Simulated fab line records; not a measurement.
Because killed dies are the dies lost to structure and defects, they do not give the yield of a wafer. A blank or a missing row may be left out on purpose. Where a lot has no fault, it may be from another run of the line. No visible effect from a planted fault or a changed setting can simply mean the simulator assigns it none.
Chamber matching :: flow n5 finfet :: N5_BEOL_M7_CURE_74 on uv cure-02: 3 sister chambers
The step cures SiCOH lowk, time 240 s. 3 wafers are shown with their chamber, then 7 later ones without.

== WAFERS PAIRED WITH THEIR CHAMBERS ==
wafer: L078.5
chamber: 0
wafer_temp_C_max: 387.6

wafer: L088.5
chamber: 2
wafer_temp_C_max: 388.6

wafer: L090.3
chamber: 1
wafer_temp_C_max: 388.1

== WAFERS WITH NO CHAMBER GIVEN ==
wafer: L090.5
wafer_temp_C_max: 387.2

wafer: L096.1
wafer_temp_C_max: 386.8

wafer: L096.5
wafer_temp_C_max: 387.6

wafer: L096.6
wafer_temp_C_max: 387.6

wafer: L097.1
wafer_temp_C_max: 387.4

wafer: L097.2
wafer_temp_C_max: 387.4

wafer: L097.3
wafer_temp_C_max: 387.5

== WHICH CHAMBER EACH WENT THROUGH ==
wafer: L090.5
from the rows above: can't be placed: 0 or 1
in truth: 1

wafer: L096.1
from the rows above: can't be placed: 0 or 1
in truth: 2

wafer: L096.5
from the rows above: can't be placed: 0 or 1
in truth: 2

wafer: L096.6
from the rows above: can't be placed: 0 or 1
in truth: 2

wafer: L097.1
from the rows above: can't be placed: 0 or 1
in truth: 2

wafer: L097.2
from the rows above: can't be placed: 0 or 1
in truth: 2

wafer: L097.3
from the rows above: can't be placed: 0 or 1
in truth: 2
Correctly placed: 0 of 7. Not placeable from these rows: 7 (in 1, the candidates include the true chamber). Placed wrongly: 0.
How it was worked out, from the rows above alone: a wafer's distance from a chamber is the root of the sum, over the readings, of the square of ((its reading less the chamber's mean) divided by the reading's scatter). The wafer belongs to the nearest chamber; if the next one is less than 2 further off, it can't be placed. For every chamber, the mean is computed from those of its wafers that are shown. The scatter: root of mean squared gap, hidden wafer to nearest shown wafer, with one shown wafer a chamber.
